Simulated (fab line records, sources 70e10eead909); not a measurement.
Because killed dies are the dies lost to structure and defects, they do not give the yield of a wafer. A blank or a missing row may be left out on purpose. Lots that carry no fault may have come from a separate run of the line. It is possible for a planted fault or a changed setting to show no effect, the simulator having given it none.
What tool caused it?    flow nand-harc    Sampling: 13 lots, 39 wafers, 5 of 1302 route steps

WHAT THE GAUGES READ, wafer by wafer
NHARC_A_BONDPAD_INSPECT_23. Usual: raw-defect-count reads 528 (standard deviation 100).
lot   measured      on                 raw-defect-count  flag
L390  day 23 09:38  defect-inspect-01  412 430 414       
L391  day 23 12:08  defect-inspect-01  594 549 478       
L392  day 23 16:17  defect-inspect-02  557 443 539       
L393  day 24 05:31  defect-inspect-01  527 541 467       
L394  day 24 16:41  defect-inspect-01  545 559 694       
L395  day 25 18:29  defect-inspect-02  425 398 481       
L397  day 26 03:16  defect-inspect-02  742 727 831       
L398  day 26 09:23  defect-inspect-02  515 518 455       
L399  day 27 04:58  defect-inspect-01  537 598 730       
L401  day 27 11:54  defect-inspect-02  504 555 732       
L403  day 28 15:28  defect-inspect-02  391 467 324       
L412  day 32 18:13  defect-inspect-02  630 556 619       
L411  day 31 23:52  defect-inspect-02  447 590 615       

NHARC_END_SORT_01. Usual: killed-at-array 52, standard deviation 17; killed-at-other 0.8, standard deviation 1.1; killed-at-periphery 3.2, standard deviation 2.2; killed-dies 57, standard deviation 17; killed-open 3.4, standard deviation 1.8; killed-short 2.4, standard deviation 1.6.
lot   measured      on         killed-at-array  killed-at-other  killed-at-periphery  killed-dies  killed-open  killed-short  flag
L401  day 28 17:55  prober-02  57 72 54         5 2 0            615 603 623          677 677 677  3 3 6        2 6 3         OFF
L403  day 29 16:42  prober-01  41 60 35         1 0 0            635 617 642          677 677 677  2 0 4        0 7 0         OFF

EACH LOT AND THE TOOL THAT RAN IT (in order: tool; ch and the chambers of the sampled wafers; start)
lot   NHARC_P_GATE_EXPOSE_88             NHARC_THIN_TSV_DESCUM_14            NHARC_THIN_TSV_STRIP_62
L390  krf-scanner-02 ch 0, day 5 21:17   rie-diel-03 ch 1,2,3, day 23 22:32  plasma-asher-01 ch 0,1, day 24 01:12
L391  krf-scanner-04 ch 0, day 6 15:01   rie-diel-09 ch 1,2,3, day 23 23:43  plasma-asher-02 ch 0,1, day 24 02:09
L392  krf-scanner-04 ch 0, day 6 16:52   rie-diel-03 ch 2,3, day 24 08:40    plasma-asher-02 ch 0,1, day 24 11:30
L393  krf-scanner-04 ch 0, day 6 22:42   rie-diel-03 ch 2,3, day 24 17:56    plasma-asher-01 ch 0,1, day 24 20:45
L394  krf-scanner-02 ch 0, day 7 05:29   rie-diel-09 ch 0,1,3, day 25 05:17  plasma-asher-02 ch 0,1, day 25 07:48
L395  krf-scanner-04 ch 0, day 7 18:17   rie-diel-08 ch 0,1,2, day 26 04:29  plasma-asher-01 ch 0,1, day 26 07:18
L397  krf-scanner-04 ch 0, day 8 19:34   rie-diel-03 ch 0,2, day 26 15:33    plasma-asher-01 ch 0,1, day 26 18:07
L398  krf-scanner-03 ch 0, day 8 19:47   rie-diel-08 ch 0,2,3, day 26 22:05  plasma-asher-02 ch 0,1, day 27 00:30
L399  krf-scanner-04 ch 0, day 9 21:23   rie-diel-08 ch 0,1,3, day 27 18:24  plasma-asher-01 ch 1, day 27 20:50
L401  krf-scanner-04 ch 0, day 10 06:06  rie-diel-08 ch 0,2,3, day 28 01:04  plasma-asher-02 ch 0,1, day 28 03:30
L403  krf-scanner-04 ch 0, day 10 21:04  rie-diel-03 ch 1,2,3, day 29 02:25  plasma-asher-01 ch 0,1, day 29 04:51
L412  krf-scanner-03 ch 0, day 14 19:07  rie-diel-08 ch 0,2,3, day 33 06:40  plasma-asher-01 ch 0,1, day 33 09:40
L411  krf-scanner-03 ch 0, day 14 19:49  rie-diel-09 ch 0,1, day 32 21:02    plasma-asher-02 ch 0,1, day 32 23:29
- NHARC_P_GATE_EXPOSE_88: exposes mask P HVN, target cd 2000 nm.
- NHARC_THIN_TSV_DESCUM_14: chemistry O2, time 3 s.
- NHARC_THIN_TSV_STRIP_62: strips in N2/H2, time 20 s.

AS READ BY THE TOOLS THEMSELVES (means over the sampled wafers that have a number; for cases with no such wafer, the mark the record gives instead)
NHARC_P_GATE_EXPOSE_88. Usual: stage-vel-mm-s 499.99 mm/s, standard deviation 0.25.
lot   tool            stage-vel-mm-s (mm/s)  flag
L390  krf-scanner-02  499.75                 
L391  krf-scanner-04  500.21                 
L392  krf-scanner-04  500.18                 
L393  krf-scanner-04  499.81                 
L394  krf-scanner-02  500.01                 
L395  krf-scanner-04  500.12                 
L397  krf-scanner-04  500.23                 
L398  krf-scanner-03  500.40                 
L399  krf-scanner-04  499.96                 
L401  krf-scanner-04  500.33                 
L403  krf-scanner-04  500.15                 
L412  krf-scanner-03  499.86                 
L411  krf-scanner-03  499.76                 

NHARC_THIN_TSV_DESCUM_14. Usual: drypump-motor-current-A 5.8 A, standard deviation 0.47; oes-product-au 1.001 a.u., standard deviation 0.0077; rf-vpp-V 57.7 V, standard deviation 1; showerhead-plenum-p-Torr 1.88 Torr, standard deviation 0.084; throttle-valve-pct 11.311 %, standard deviation 0.0093.
lot   tool         drypump-motor-current-A (A)  oes-product-au (a.u.)  rf-vpp-V (V)  showerhead-plenum-p-Torr (Torr)  throttle-valve-pct (%)  flag
L390  rie-diel-03  5.6                          0.999                  58.8          1.92                             11.315                  
L391  rie-diel-09  5.5                          1.005                  58.3          1.91                             11.316                  
L392  rie-diel-03  5.4                          0.998                  58.0          1.85                             11.303                  
L393  rie-diel-03  5.4                          1.012                  57.0          1.85                             11.313                  
L394  rie-diel-09  5.8                          1.004                  58.2          1.90                             11.309                  
L395  rie-diel-08  6.3                          0.996                  57.1          1.83                             11.309                  
L397  rie-diel-03  6.0                          1.001                  57.8          1.83                             11.314                  
L398  rie-diel-08  5.9                          1.001                  57.7          1.90                             11.305                  
L399  rie-diel-08  6.2                          1.003                  57.9          1.88                             11.303                  
L401  rie-diel-08  5.8                          0.996                  57.4          1.90                             11.318                  
L403  rie-diel-03  5.6                          1.006                  57.4          1.91                             11.309                  
L412  rie-diel-08  5.9                          0.999                  57.0          1.90                             11.312                  
L411  rie-diel-09  5.9                          0.998                  57.8          1.84                             11.312                  

NHARC_THIN_TSV_STRIP_62. Usual: drypump-motor-current-A 5.5 A, standard deviation 0.35; heater-power-w 322 W, standard deviation 44.
lot   tool             drypump-motor-current-A (A)  heater-power-w (W)  flag
L390  plasma-asher-01  5.3                          294                 
L391  plasma-asher-02  5.8                          359                 
L392  plasma-asher-02  5.7                          357                 
L393  plasma-asher-01  5.3                          290                 
L394  plasma-asher-02  5.5                          378                 
L395  plasma-asher-01  5.3                          291                 
L397  plasma-asher-01  5.5                          298                 
L398  plasma-asher-02  5.5                          381                 
L399  plasma-asher-01  5.6                          301                 
L401  plasma-asher-02  5.5                          383                 
L403  plasma-asher-01  5.5                          291                 
L412  plasma-asher-01  5.3                          296                 
L411  plasma-asher-02  5.5                          377                 

THE ANSWER, worked out from the rows above alone
Rule: take the mean of a lot's wafers that have a number; if it is more than 3 standard deviations from the usual mean, the lot is off. Also off: a lot with no number at a reading for which 4 or more lots have one. The other lots that the step has rows for count as sound. Order of review: gauges by route order, followed by the tools' own readings, for which a lot's mean as printed above is used. The first step at which some lot is off is used, and at that step the reading that is off furthest; a lot without a number counts as furthest.
Off, at NHARC_END_SORT_01 on killed-at-periphery: L401, L403. Neither off nor sound, because the step has no rows for them: L390, L391, L392, L393, L394, L395, L397, L398, L399, L412, L411.
A tool fits if, at a process step before that reading, it ran every lot that is off, and no sound lot after the first of them. Those tools and the gauges at NHARC_END_SORT_01 are tried in the same way. One fits: krf-scanner-04 at NHARC_P_GATE_EXPOSE_88. It ran no sound lot before its first lot that is off in this sample, so the start can't be narrowed down.

WHAT THE SIMULATOR HAD INSERTED
Scanner matching overlay: krf-scanner-04, from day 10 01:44 on, at NHARC_P_GATE_EXPOSE_88. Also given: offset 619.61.
Struck lots among those shown: L401, L403. The rule given above showed the same thing.
